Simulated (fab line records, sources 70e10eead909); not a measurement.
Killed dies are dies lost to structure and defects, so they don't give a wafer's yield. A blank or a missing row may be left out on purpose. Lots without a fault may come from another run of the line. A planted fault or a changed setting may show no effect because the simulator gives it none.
Which tool did it? | flow nand_harc | 12 lots, 36 wafers sampled, at 6 steps of a route of 1302

WHAT THE GAUGES READ, wafer by wafer
NHARC_P_GATE_CD_MEAS_59: target cd 720 nm.
lot  | measured     | on        | cd_nm (nm)
L623 | day 5 18:57  | cd_sem-03 | 721.1 718.9 720.4
L625 | day 6 08:50  | cd_sem-01 | 719.5 719.1 721.0
L626 | day 6 19:33  | cd_sem-01 | - - -
L636 | day 11 00:22 | cd_sem-02 | 719.5 719.9 720.0
L638 | day 11 15:52 | cd_sem-03 | 718.8 720.7 718.4
L637 | day 11 16:14 | cd_sem-03 | 721.4 720.8 718.8
L639 | day 12 15:29 | cd_sem-02 | 720.3 719.8 720.3
L641 | day 13 11:30 | cd_sem-03 | 717.7 717.4 720.6
L642 | day 13 19:39 | cd_sem-03 | 720.3 720.0 719.2
L643 | day 14 07:00 | cd_sem-01 | 720.2 720.8 720.1
L645 | day 14 16:50 | cd_sem-01 | 717.6 718.2 717.1
L646 | day 15 07:02 | cd_sem-01 | 717.4 718.5 718.0

NHARC_P_GATE_CD_MEAS_91: target cd 2000 nm.
lot  | measured     | on        | cd_nm (nm)
L623 | day 5 20:43  | cd_sem-02 | 2002.1 2001.2 2001.8
L625 | day 6 10:33  | cd_sem-01 | 1998.9 2005.5 2001.4
L626 | day 6 21:15  | cd_sem-03 | 1999.5 1999.9 2000.0
L636 | day 11 02:05 | cd_sem-01 | 2000.4 2000.1 2000.6
L638 | day 11 17:27 | cd_sem-03 | 2000.4 1999.7 2000.7
L637 | day 11 18:11 | cd_sem-03 | 1999.5 1999.1 1999.9
L639 | day 12 17:13 | cd_sem-02 | 2001.1 2000.8 2002.5
L641 | day 13 13:05 | cd_sem-01 | 2000.3 2000.1 1998.5
L642 | day 13 21:22 | cd_sem-03 | 1998.1 2000.3 1998.1
L643 | day 14 08:43 | cd_sem-02 | 2000.6 2001.0 2001.4
L645 | day 14 18:33 | cd_sem-01 | 1999.1 1997.3 1998.5
L646 | day 15 08:45 | cd_sem-02 | 1998.7 2000.4 2000.2

NHARC_END_SORT_01.
lot  | measured     | on        | killed_at_array | killed_at_other | killed_at_periphery | killed_dies | killed_open | killed_short
L626 | day 25 08:39 | prober-01 | 58 46 54        | 2 1 0           | 617 630 623         | 677 677 677 | 4 5 3       | 2 5 3

WHICH TOOL RAN EACH LOT (tool, then ch and the chambers of the sampled wafers, then the start)
lot  | NHARC_P_GATE_STRIP_101             | NHARC_P_GATE_STRIP_111               | NHARC_P_GATE_EXPOSE_56
L623 | rie_diel-07 ch 0,1, day 5 16:16    | plasma_asher-02 ch 0,1, day 5 17:43  | krf_scanner-01 ch 0, day 5 18:48
L625 | rie_diel-09 ch 0,1,3, day 6 06:10  | plasma_asher-01 ch 0,1, day 6 07:37  | krf_scanner-04 ch 0, day 6 08:41
L626 | rie_diel-04 ch 2,3, day 6 16:53    | plasma_asher-02 ch 0,1, day 6 18:19  | krf_scanner-01 ch 0, day 6 19:23
L636 | rie_diel-07 ch 0,1,2, day 10 21:38 | plasma_asher-02 ch 0,1, day 10 23:11 | krf_scanner-03 ch 0, day 11 00:13
L638 | rie_diel-07 ch 0,1,3, day 11 13:12 | plasma_asher-01 ch 0,1, day 11 14:47 | krf_scanner-01 ch 0, day 11 15:43
L637 | rie_diel-04 ch 0,1,3, day 11 13:16 | plasma_asher-01 ch 0,1, day 11 15:04 | krf_scanner-04 ch 0, day 11 16:05
L639 | rie_diel-04 ch 0,1, day 12 12:59   | plasma_asher-01 ch 0,1, day 12 14:26 | krf_scanner-04 ch 0, day 12 15:19
L641 | rie_diel-04 ch 0,1,3, day 13 08:58 | plasma_asher-02 ch 0,1, day 13 10:17 | krf_scanner-03 ch 0, day 13 11:21
L642 | rie_diel-04 ch 0,3, day 13 17:06   | plasma_asher-01 ch 0,1, day 13 18:26 | krf_scanner-04 ch 0, day 13 19:29
L643 | rie_diel-07 ch 1,3, day 14 04:19   | plasma_asher-02 ch 0,1, day 14 05:49 | krf_scanner-01 ch 0, day 14 06:50
L645 | rie_diel-07 ch 0,1,2, day 14 14:10 | plasma_asher-01 ch 0,1, day 14 15:40 | krf_scanner-03 ch 0, day 14 16:41
L646 | rie_diel-07 ch 0,2, day 15 04:20   | plasma_asher-01 ch 0,1, day 15 05:49 | krf_scanner-01 ch 0, day 15 06:53
- NHARC_P_GATE_STRIP_101: strips in O2, time 20 s.
- NHARC_P_GATE_STRIP_111: strips in N2/H2, time 250 s.
- NHARC_P_GATE_EXPOSE_56: exposes mask P PSD, target cd 720 nm.

WHAT THE TOOLS THEMSELVES READ (means of the sampled wafers that have a number; where no wafer has one, the mark that the record gives instead)
NHARC_P_GATE_STRIP_101.
lot  | tool        | drypump_motor_current_A (A) | oes_product_au (a.u.) | rf_vpp_V (V) | showerhead_plenum_p_Torr (Torr) | throttle_valve_pct (%)
L623 | rie_diel-07 | 5.5                         | 0.995                 | 56.6         | 3.54                            | 17.029
L625 | rie_diel-09 | 5.9                         | 0.993                 | 58.0         | 3.36                            | 17.042
L626 | rie_diel-04 | 5.5                         | 0.994                 | 58.0         | 3.60                            | 17.035
L636 | rie_diel-07 | 5.4                         | 0.993                 | 57.3         | 3.55                            | 17.032
L638 | rie_diel-07 | 5.4                         | 0.992                 | 57.2         | 3.55                            | 17.036
L637 | rie_diel-04 | 5.7                         | 0.999                 | 57.2         | 3.59                            | 17.025
L639 | rie_diel-04 | 5.8                         | 0.995                 | 58.4         | 3.60                            | 17.042
L641 | rie_diel-04 | 5.7                         | 1.000                 | 57.8         | 3.59                            | 17.036
L642 | rie_diel-04 | 5.6                         | 1.004                 | 57.7         | 3.59                            | 17.034
L643 | rie_diel-07 | 5.2                         | 1.008                 | 57.4         | 3.56                            | 17.041
L645 | rie_diel-07 | 5.4                         | 1.002                 | 58.0         | 3.55                            | 17.042
L646 | rie_diel-07 | 5.4                         | 0.992                 | 58.0         | 3.64                            | 17.034

NHARC_P_GATE_STRIP_111.
lot  | tool            | drypump_motor_current_A (A) | heater_power_w (W)
L623 | plasma_asher-02 | 5.68                        | 83
L625 | plasma_asher-01 | 6.06                        | 96
L626 | plasma_asher-02 | 5.95                        | 85
L636 | plasma_asher-02 | 5.69                        | 85
L638 | plasma_asher-01 | 6.02                        | 99
L637 | plasma_asher-01 | 6.05                        | 97
L639 | plasma_asher-01 | 6.04                        | 99
L641 | plasma_asher-02 | 5.69                        | 83
L642 | plasma_asher-01 | 6.06                        | 96
L643 | plasma_asher-02 | 5.94                        | 84
L645 | plasma_asher-01 | 6.03                        | 98
L646 | plasma_asher-01 | 6.06                        | 97

THE ANSWER, worked out from the rows above alone
Rule: what is usual is taken from the lots themselves. Put in order of their means at a reading, lots are off if they are a third of the lots or fewer, leave a main group of 4 or more, and stand apart from it by a gap of 3 or more times the standard deviation of the main group's means; of several such gaps the widest counts. A main group whose means are all the same, to the digits that the tables above print for the reading, isn't used. A lot without any number at a reading at which 4 lots or more have one is off too. The other lots that the step has rows for count as sound. The gauges are gone through in route order, then the tools' own readings, and for those a lot's mean is taken as printed above. The first step at which some lot is off is used, and at that step the reading that is off furthest; a lot without a number counts as furthest.
Off: L626, at NHARC_P_GATE_CD_MEAS_59 (cd_nm). Without a number there: L626. The main group: mean 719.4 nm, standard deviation 0.92.
A tool fits if, at a process step before that reading, it ran every lot that is off, and no sound lot after the first of them. The gauges at NHARC_P_GATE_CD_MEAS_59 are tried like those tools. None of those tried fits.

WHAT THE SIMULATOR HAD PUT IN
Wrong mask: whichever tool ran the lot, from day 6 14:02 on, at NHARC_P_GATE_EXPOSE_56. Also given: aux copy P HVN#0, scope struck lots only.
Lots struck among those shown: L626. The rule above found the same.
